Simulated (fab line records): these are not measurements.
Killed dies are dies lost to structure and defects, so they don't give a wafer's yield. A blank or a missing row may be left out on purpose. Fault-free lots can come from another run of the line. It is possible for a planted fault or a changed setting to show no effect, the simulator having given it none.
fab line records    flow n5_finfet
record: lots: 7  wafers: 18  last_day: 17
route steps=1938 shown BEOL_M7@1272
lots that met no fault: taken from a fault-free run of the same line
start_h: the number of hours between the record's first day and the start of the first shown wafer of the lot    wait_h: how many hours have passed since the lot's step before this one    " unchanged from the row above    L1.1+2: several wafers, shown together as one row    - value missing, or start not given    * or withheld: withheld    < > ~ a bound
route shown NAME@n: NAME is a module with steps in the file, n the number in the route of the first one    usual: mean/standard deviation taken from wafers without a fault    same: alike in all rows    chamber/n: place in a boat    sites: each site's reading    _std_site: their standard deviation    _edge_site: inner sites' mean taken away from outer sites' mean    radius_mm: for every site, how far away it sits from the centre of the wafer    mask NAME#n: copy n    behind: the last tool/chamber to shape the wafer    hold: reason for holding the lot/hours on hold/outcome of the hold    device: names the non-switching transistor (n, p or np)    end of line: the route-end tests of the same wafers    for a step that has no rows: nothing shown but its recipe    killed: count of dies lost to structure and defects at first sort (not the wafer's yield)    map: a wafer's dies, x killed, . not, _ none there
set.NAME: the setting that was run; set.NAME@STEP: the one run at that earlier step    model.NAME: the simulator's own value behind a step, which no gauge read
lots seen at some steps along the route; tables by step, rows by wafer
services: a tool's chamber out of use, with start hour (start_h, from the record's first day; less than 0 if before it), hours out, and reason
== steps ==
step: N5_BEOL_M7_SOFTBAKE_06
recipe: temp_c: 110  time_s: 60  resist: CAR-ArF
step: N5_BEOL_M7_EXPOSE_08
recipe: mask_id: M7  na: 1.35  source_shape: dipole  sigma_inner: 0.817  sigma_outer: 0.97  polarization: te  dose_mj: 68.25
step: N5_BEOL_M7_PEB_09
recipe: peb_temp_c: withheld  peb_time_s: 60  resist: CAR-ArF
step: N5_BEOL_M7_DEVELOP_10
recipe: develop_time_s: 30  developer: TMAH  resist: CAR-ArF  rinse_liquid: diw  dry: air_spin  dev_temp_c: 23
step: N5_BEOL_M7_CD_MEAS_11
recipe: target_cd_nm: 38.5  landing_energy_ev: 500  detector: se_inlens  polarity: opening
usual: cd_nm: 38.6/0.52
lot.wafer  tool       chamber  start_h  wait_h  cd_nm
L577.2     cd_sem-02  0        214.83   -       38.7
L577.4     "          0        "        "       38.9
L577.6     "          0        "        "       39.5
L586.2     cd_sem-01  0        268.28   -       39.1
L586.5     "          0        "        "       39.2
L586.6     "          0        "        "       38.2
L588.1     cd_sem-02  0        275.02   -       38.9
L588.6     "          0        "        "       38.9
L587.1     cd_sem-03  0        275.52   -       38.4
L587.4     "          0        "        "       38.8
L589.4     cd_sem-03  0        292.16   -       38.3
L589.6     "          0        "        "       38.2
L590.2     cd_sem-03  0        292.33   -       39.2
L590.3     "          0        "        "       38.2
L590.4     "          0        "        "       38.5
L596.1     cd_sem-02  0        325.49   -       38.9
L596.2     "          0        "        "       38.4
L596.3     "          0        "        "       37.9
step: N5_BEOL_M7_OVL_MEAS_12
recipe: points_per_wafer: 44
usual: M7_OVL: 0.3/0.71
lot.wafer  tool        chamber  start_h  wait_h  M7_OVL[nm]
L577.2     overlay-02  0        214.86   0.0     0.6
L577.4     "           0        "        "       -0.3
L577.6     "           0        "        "       -1.0
L586.2     overlay-02  0        268.31   0.0     0.7
L586.5     "           0        "        "       0.0
L586.6     "           0        "        "       1.1
L588.1     overlay-02  0        275.05   0.0     0.9
L588.6     "           0        "        "       -1.0
L587.1     overlay-02  0        275.55   0.0     0.8
L587.4     "           0        "        "       0.0
L589.4     overlay-01  0        292.19   0.0     -0.7
L589.6     "           0        "        "       -0.9
L590.2     overlay-01  0        292.36   0.0     0.2
L590.3     "           0        "        "       1.3
L590.4     "           0        "        "       1.4
L596.1     overlay-01  0        325.52   0.0     0.8
L596.2     "           0        "        "       0.9
L596.3     "           0        "        "       1.3
step: N5_BEOL_M7_INSPECT_13
recipe: mode: adi  inspect_instrument: brightfield
usual: raw_defect_count: 407/91
lot.wafer  tool               chamber  start_h  wait_h  raw_defect_count
L577.2     defect_inspect-01  -        214.88   0.0     372
L577.4     "                  -        "        "       474
L577.6     "                  -        "        "       361
L586.2     defect_inspect-01  -        268.33   0.0     199
L586.5     "                  -        "        "       505
L586.6     "                  -        "        "       297
L588.1     defect_inspect-02  -        275.07   0.0     362
L588.6     "                  -        "        "       363
L587.1     defect_inspect-02  -        275.57   0.0     511
L587.4     "                  -        "        "       567
L589.4     defect_inspect-01  -        292.22   0.0     614
L589.6     "                  -        "        "       359
L590.2     defect_inspect-02  -        292.38   0.0     463
L590.3     "                  -        "        "       455
L590.4     "                  -        "        "       448
L596.1     defect_inspect-02  -        325.55   0.0     407
L596.2     "                  -        "        "       448
L596.3     "                  -        "        "       492
step: N5_BEOL_M7_DESCUM_16
recipe: chemistry: O2  time_s: 7.9  source_power_w: 50  bias_power_w: 20  pressure_mtorr: 20  rf_frequency_hz: 2.712e+07  temp_c: 40  resist: CAR-ArF  o2_flow_sccm: 225
usual: drypump_motor_current_A: 5.9/0.47  oes_product_au: 0.74/0.077  rf_fwd_power_W: 49.39/0.25  rf_vpp_V: 243.1/1.5  showerhead_plenum_p_Torr: 2.09/0.083  temp_c: 40.00/0.11  throttle_valve_pct: 20.46/0.18
lot.wafer  tool         chamber  start_h  wait_h  drypump_motor_current_A  oes_product_au  rf_fwd_power_W  rf_hours_counter_h  rf_vpp_V  showerhead_plenum_p_Torr  temp_c  throttle_valve_pct
L577.2     rie_diel-02  0        214.91   0.0     5.1                      0.79            49.62           111                 243.0     2.20                      40.00   20.36
L577.4     "            3        "        "       6.6                      0.96            48.72           6                   243.9     2.16                      40.05   20.45
L577.6     "            3        "        "       6.6                      0.97            48.67           -                   243.9     2.16                      40.00   20.46
L586.2     rie_diel-04  3        268.37   0.0     6.0                      0.69            49.45           204                 243.6     2.18                      39.85   20.56
L586.5     "            0        "        "       6.3                      0.70            49.20           -                   240.7     1.95                      39.91   20.59
L586.6     "            1        "        "       6.0                      0.71            49.28           -                   244.0     2.16                      40.08   20.46
L588.1     rie_diel-04  0        275.11   0.0     6.3                      0.70            49.51           240                 240.8     1.95                      40.09   20.62
L588.6     "            0        "        "       6.3                      0.69            49.56           -                   240.4     1.95                      40.19   20.62
L587.1     rie_diel-03  1        275.61   0.0     6.5                      0.69            49.60           212                 243.4     2.10                      40.07   20.79
L587.4     "            3        "        "       5.3                      0.69            49.46           203                 241.3     1.99                      39.99   20.66
L589.4     rie_diel-04  0        292.27   0.0     6.3                      0.70            49.36           247                 241.5     1.95                      39.98   20.63
L589.6     "            1        "        "       6.0                      0.69            49.05           -                   244.5     2.16                      40.06   20.50
L590.2     rie_diel-03  1        292.56   0.2     6.5                      0.69            49.49           218                 243.5     2.10                      39.94   20.79
L590.3     "            0        "        "       5.9                      0.93            49.52           13                  245.8     2.21                      39.88   20.10
L590.4     "            3        "        "       5.3                      0.71            49.71           208                 240.6     1.99                      39.94   20.69
L596.1     rie_diel-04  3        325.58   0.0     6.0                      0.67            49.40           224                 243.8     2.17                      40.01   20.60
L596.2     "            1        "        "       6.0                      0.69            49.50           204                 244.4     2.15                      39.97   20.48
L596.3     "            2        "        "       5.4                      0.73            49.51           190                 243.2     2.07                      39.80   20.42
step: N5_BEOL_M7_ETCH_61
recipe: chemistry: CF4  target: SiARC  target_depth_a: 455  mask_material: CAR-ArF  time_s: 75.8  ion_energy_ev: 80  pressure_mtorr: 40  source_w: 545  bias_w: 36  Ar_flow_sccm: 100  cf4_flow_sccm: 100  ends: cleared
usual: drypump_motor_current_A: 5.9/0.47  etch_rf_on_time_s: 75.4/1.5  oes_product_au: 0.63/0.064  rf_fwd_power_W: 539.7/2.3  rf_vpp_V: 184.0/1.3  showerhead_plenum_p_Torr: 2.14/0.077  throttle_valve_pct: 15.67/0.16
lot.wafer  tool         chamber  start_h  wait_h  drypump_motor_current_A  etch_rf_on_time_s  oes_product_au  rf_fwd_power_W  rf_hours_counter_h  rf_vpp_V  showerhead_plenum_p_Torr  throttle_valve_pct
L577.2     rie_diel-02  0        214.95   0.0     5.1                      76.1               0.68            540.0           111                 184.8     2.24                      15.53
L577.4     "            3        "        "       6.6                      74.8               0.82            533.6           6                   184.2     2.20                      15.40
L577.6     "            3        "        "       6.6                      75.0               0.81            536.3           -                   184.8     2.20                      15.41
L586.2     rie_diel-04  3        268.40   0.0     6.0                      74.0               0.60            542.0           204                 185.3     2.21                      15.67
L586.5     "            0        "        "       6.3                      73.8               0.61            540.5           -                   182.4     2.04                      16.06
L586.6     "            1        "        "       6.0                      75.2               0.60            540.2           -                   184.6     2.21                      15.72
L588.1     rie_diel-04  0        275.14   0.0     6.3                      72.7               0.61            537.9           241                 181.9     2.04                      16.06
L588.6     "            0        "        "       6.3                      72.8               0.61            536.4           -                   182.7     2.04                      16.08
L587.1     rie_diel-03  1        275.64   0.0     6.5                      75.5               0.61            540.5           212                 183.9     2.11                      15.74
L587.4     "            3        "        "       5.3                      78.1               0.60            541.1           203                 182.2     2.03                      15.79
L589.4     rie_diel-04  0        292.30   0.0     6.3                      74.2               0.60            541.7           247                 182.9     2.04                      16.09
L589.6     "            1        "        "       6.0                      75.2               0.61            536.4           -                   186.3     2.21                      15.74
L590.2     rie_diel-03  1        292.60   0.0     6.5                      74.0               0.60            541.3           218                 184.7     2.10                      15.77
L590.3     "            0        "        "       5.9                      73.5               0.80            539.3           13                  186.3     2.28                      15.36
L590.4     "            3        "        "       5.3                      76.6               0.60            540.3           208                 182.5     2.03                      15.82
L596.1     rie_diel-04  3        325.62   0.0     6.0                      74.1               0.59            541.0           224                 184.8     2.20                      15.71
L596.2     "            1        "        "       6.0                      74.8               0.60            537.5           204                 185.8     2.21                      15.76
L596.3     "            2        "        "       5.4                      74.8               0.62            537.7           190                 184.9     2.13                      15.72
step: N5_BEOL_M7_ETCH_62
recipe: chemistry: N2/H2  target: SOC  target_depth_a: 1100  overetch_a: 220  mask_material: SiARC  temp_c: 40  time_s: 165  ion_energy_ev: 200  pressure_mtorr: 30  source_w: 840  bias_w: 150  n2_flow_sccm: 200  h2_flow_sccm: 200
usual: drypump_motor_current_A: 5.9/0.48  oes_product_au: 0.63/0.061  rf_fwd_power_W: 837.8/2.7  rf_vpp_V: 523.6/2.7  showerhead_plenum_p_Torr: 2.53/0.098  temp_c: 40.00/0.11  throttle_valve_pct: 17.82/0.14
lot.wafer  tool         chamber  start_h  wait_h  drypump_motor_current_A  oes_product_au  rf_fwd_power_W  rf_hours_counter_h  rf_vpp_V  showerhead_plenum_p_Torr  temp_c  throttle_valve_pct
L577.2     rie_diel-02  0        215.01   0.0     5.1                      0.68            842.0           111                 526.1     2.66                      39.89   17.69
L577.4     "            3        "        "       6.7                      0.81            832.2           6                   524.2     2.60                      39.99   17.59
L577.6     "            3        "        "       6.7                      0.81            831.6           -                   525.3     2.60                      39.92   17.57
L586.2     rie_diel-04  3        268.46   0.0     5.9                      0.59            842.7           204                 526.3     2.62                      39.91   17.72
L586.5     "            0        "        "       6.3                      0.59            837.9           -                   521.0     2.39                      40.02   18.07
L586.6     "            1        "        "       6.0                      0.60            837.9           -                   525.7     2.63                      40.03   17.95
L588.1     rie_diel-04  0        275.20   0.0     6.3                      0.59            838.6           241                 519.4     2.39                      39.94   18.09
L588.6     "            0        "        "       6.4                      0.60            836.0           -                   519.0     2.39                      39.86   18.06
L587.1     rie_diel-03  1        275.70   0.0     6.5                      0.59            840.4           212                 523.2     2.51                      40.15   17.89
L587.4     "            3        "        "       5.3                      0.61            836.5           203                 521.3     2.40                      40.14   17.95
L589.4     rie_diel-04  0        292.36   0.0     6.3                      0.59            836.2           247                 519.1     2.38                      40.01   18.09
L589.6     "            1        "        "       6.0                      0.59            837.6           -                   525.9     2.63                      40.00   17.95
L590.2     rie_diel-03  1        292.65   0.0     6.5                      0.59            836.1           218                 523.3     2.51                      40.11   17.90
L590.3     "            0        "        "       5.9                      0.78            835.6           13                  529.3     2.71                      39.98   17.55
L590.4     "            3        "        "       5.3                      0.60            835.1           208                 521.2     2.40                      39.85   17.95
L596.1     rie_diel-04  3        325.67   0.0     6.0                      0.58            837.7           224                 526.6     2.61                      40.08   17.72
L596.2     "            1        "        "       6.0                      0.59            834.1           204                 526.5     2.62                      40.01   17.98
L596.3     "            2        "        "       5.4                      0.61            836.6           190                 522.7     2.52                      40.02   17.81
step: N5_BEOL_M7_STRIP_68
recipe: chemistry: N2/H2  temp_c: 40  n2_flow_sccm: 200  h2_flow_sccm: 200  rf_frequency_hz: 6e+07
step: N5_BEOL_M7_STRIP_67
recipe: chemistry: CF4  resist: SiARC  power_w: 300  bias_power_w: 75  pressure_mtorr: 50  cf4_flow_sccm: 150  rf_frequency_hz: 6e+07
usual: drypump_motor_current_A: 5.9/0.47  oes_product_au: 0.74/0.073  rf_vpp_V: 270.9/1.6  showerhead_plenum_p_Torr: 1.79/0.064  throttle_valve_pct: 13.66/0.17
lot.wafer  tool         chamber  start_h  wait_h  drypump_motor_current_A  oes_product_au  rf_hours_counter_h  rf_vpp_V  showerhead_plenum_p_Torr  throttle_valve_pct
L577.2     rie_diel-02  0        215.15   0.0     5.1                      0.79            112                 271.6     1.88                      13.51
L577.4     "            3        "        "       6.6                      0.95            6                   272.3     1.84                      13.30
L577.6     "            3        "        "       6.6                      0.95            -                   271.5     1.84                      13.33
L586.2     rie_diel-04  3        268.60   0.0     5.9                      0.69            204                 271.6     1.84                      13.65
L586.5     "            0        "        "       6.3                      0.69            -                   270.0     1.71                      14.06
L586.6     "            1        "        "       6.0                      0.70            -                   272.5     1.85                      13.71
L588.1     rie_diel-04  0        275.34   0.0     6.3                      0.69            241                 269.0     1.71                      14.03
L588.6     "            0        "        "       6.3                      0.70            -                   268.9     1.71                      14.07
L587.1     rie_diel-03  1        275.84   0.0     6.5                      0.70            212                 271.5     1.77                      13.77
L587.4     "            3        "        "       5.3                      0.72            203                 267.6     1.70                      13.76
L589.4     rie_diel-04  0        292.50   0.0     6.4                      0.69            247                 269.0     1.71                      14.08
L589.6     "            1        "        "       6.0                      0.70            -                   273.2     1.85                      13.73
L590.2     rie_diel-03  1        292.80   0.0     6.5                      0.70            219                 271.5     1.76                      13.79
L590.3     "            0        "        "       5.9                      0.93            13                  273.3     1.90                      13.27
L590.4     "            3        "        "       5.3                      0.71            208                 270.3     1.69                      13.78
L596.1     rie_diel-04  3        325.82   0.0     5.9                      0.68            224                 272.4     1.84                      13.69
L596.2     "            1        "        "       6.0                      0.68            204                 271.6     1.85                      13.75
L596.3     "            2        "        "       5.4                      0.72            190                 270.1     1.78                      13.72
step: N5_BEOL_M7_HM_OPEN_17
recipe: chemistry: Cl2/BCl3  target_depth_a: 200  overetch_a: 60  target: TiN  mask_material: SOC  ion_energy_ev: 150  pressure_mtorr: 10  icp_w: 1000  bias_w: 126  Cl2_flow_sccm: 53.25  bcl3_flow_sccm: 21.75  Ar_flow_sccm: 25
usual: drypump_motor_current_A: 5.5/0.4  oes_product_au: 0.70/0.074  rf_fwd_power_W: 993/4.4  throttle_valve_pct: 22.07/0.13
lot.wafer  tool          chamber  start_h  wait_h  drypump_motor_current_A  oes_product_au  rf_fwd_power_W  rf_hours_counter_h  throttle_valve_pct  model.SOC_of_BEOL_M7_COAT_59.thk_nm
L577.2     rie_metal-03  1        215.19   0.0     6.2                      0.79            992             3                   21.88               92.2
L577.4     "             0        "        "       5.4                      0.60            993             -                   22.19               92.2
L577.6     "             1        "        "       6.2                      0.81            990             -                   21.86               92
L586.2     rie_metal-01  1        268.67   0.1     5.2                      0.73            992             -                   22.04               92.2
L586.5     "             1        "        "       5.2                      0.73            994             -                   22.06               91.8
L586.6     "             1        "        "       5.2                      0.73            990             -                   22.05               92
L588.1     rie_metal-01  1        275.38   0.0     5.2                      0.72            991             22                  22.06               87.4
L588.6     "             0        "        "       5.3                      0.62            991             -                   22.29               87
L587.1     rie_metal-01  1        275.89   0.0     5.2                      0.72            993             22                  22.04               87.6
L587.4     "             0        "        "       5.3                      0.63            988             -                   22.25               92.4
L589.4     rie_metal-01  0        292.58   0.1     5.3                      0.64            1000            -                   22.26               92.2
L589.6     "             1        "        "       5.2                      0.73            991             -                   22.04               87.8
L590.2     rie_metal-03  1        292.84   0.0     6.2                      0.76            994             11                  21.92               91.8
L590.3     "             1        "        "       6.2                      0.76            993             -                   21.88               91.4
L590.4     "             0        "        "       5.4                      0.58            994             -                   22.20               92
L596.1     rie_metal-02  1        325.86   0.0     5.1                      0.68            989             31                  21.99               92.6
L596.2     "             0        "        "       6.0                      0.75            993             9                   22.04               92.4
L596.3     "             0        "        "       6.0                      0.75            989             -                   22.03               92.4
step: N5_BEOL_M7_STRIP_19
recipe: chemistry: O2  power_w: 400  temp_c: 40  pressure_mtorr: 30  rf_frequency_hz: 6e+07  bias_power_w: 0  overash_fraction: 0.2  o2_flow_sccm: 225
usual: drypump_motor_current_A: 5.9/0.48  oes_product_au: 0.74/0.072  rf_vpp_V: 3.6/0.63  showerhead_plenum_p_Torr: 2.10/0.081  temp_c: 40.01/0.11  throttle_valve_pct: 16.73/0.16
lot.wafer  tool         chamber  start_h  wait_h  drypump_motor_current_A  oes_product_au  rf_hours_counter_h  rf_vpp_V  showerhead_plenum_p_Torr  temp_c  throttle_valve_pct
L577.2     rie_diel-04  1        215.37   0.2     6.0                      0.71            169                 3.8       2.17                      40.15   16.73
L577.4     "            2        "        "       5.4                      0.75            161                 4.0       2.09                      39.92   16.68
L577.6     "            2        "        "       5.4                      0.75            -                   3.9       2.09                      39.89   16.69
L586.2     rie_diel-04  3        268.87   0.2     5.9                      0.69            205                 3.5       2.18                      39.86   16.82
L586.5     "            0        "        "       6.3                      0.70            -                   4.1       1.96                      40.12   16.94
L586.6     "            1        "        "       6.0                      0.70            -                   3.2       2.16                      39.84   16.74
L588.1     rie_diel-03  1        275.49   0.1     6.5                      0.70            212                 2.5       2.10                      40.12   17.02
L588.6     "            1        "        "       6.5                      0.70            -                   3.8       2.10                      39.96   17.01
L587.1     rie_diel-03  0        276.04   0.1     5.9                      0.95            7                   3.3       2.22                      39.91   16.34
L587.4     "            1        "        "       6.5                      0.69            212                 4.6       2.10                      40.11   17.02
L589.4     rie_diel-04  0        292.75   0.1     6.4                      0.69            247                 3.2       1.95                      39.94   16.94
L589.6     "            3        "        "       5.9                      0.68            -                   3.5       2.18                      40.09   16.85
L590.2     rie_diel-02  3        292.95   0.1     6.6                      0.90            26                  5.1       2.16                      40.04   16.60
L590.3     "            2        "        "       6.1                      0.70            195                 2.8       2.07                      40.10   16.59
L590.4     "            0        "        "       5.1                      0.77            135                 5.2       2.20                      39.96   16.69
L596.1     rie_diel-04  1        326.21   0.3     6.0                      0.68            205                 2.3       2.16                      39.94   16.78
L596.2     "            0        "        "       6.4                      1.00            2                   2.1       2.21                      39.86   16.49
L596.3     "            3        "        "       5.9                      0.68            224                 2.8       2.18                      39.97   16.83
== services ==
tool          chamber  start_h  hours  kind
rie_metal-02  0        191.91   -      clean
rie_metal-02  0        191.91   22.7   scheduled_down
rie_metal-02  0        191.91   22.7   vent_cycle
rie_diel-02   3        210.65   2.9    repair
rie_diel-03   0        225.48   -      clean
rie_diel-03   0        225.48   -      consumable_replace:focus_ring
rie_diel-03   0        225.48   -      consumable_replace:showerhead
rie_diel-03   0        225.48   21.1   scheduled_down
rie_diel-03   0        225.48   21.1   vent_cycle
rie_metal-01  -        231.41   5.1    repair
rie_metal-01  0        248.82   21.7   repair
rie_diel-04   2        248.97   8.5    repair
rie_metal-02  -        249.19   2.8    pm
rie_diel-02   3        249.69   7.0    repair
rie_metal-03  -        277.13   0.7    repair
rie_metal-01  -        277.25   0.9    repair
rie_diel-04   0        303.73   -      clean
rie_diel-04   0        303.73   -      consumable_replace:focus_ring
rie_diel-04   0        303.73   -      consumable_replace:showerhead
rie_diel-04   0        303.73   17.6   scheduled_down
rie_diel-04   0        303.73   17.6   vent_cycle
rie_diel-04   2        316.38   2.4    repair
== key ==
first_sign none at tools or gauges
model_effect: step: N5_BEOL_M7_HM_OPEN_17  value: SOC_of_BEOL_M7_COAT_59.thk_nm  without: 92.55  struck: 87.45
met_at N5_BEOL_M7_HM_OPEN_17
struck_wafers L587.1,L588.1,L588.6,L589.6
onset_between 268.67 275.38
fault: kind: process_parameter_drift  tool: rie_metal-01  chamber: -  onset_h: 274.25  steps: N5_BEOL_M7_HM_OPEN_17  channel: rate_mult  offset: 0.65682  shape: step  end_h: 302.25  scope: struck_wafers_only
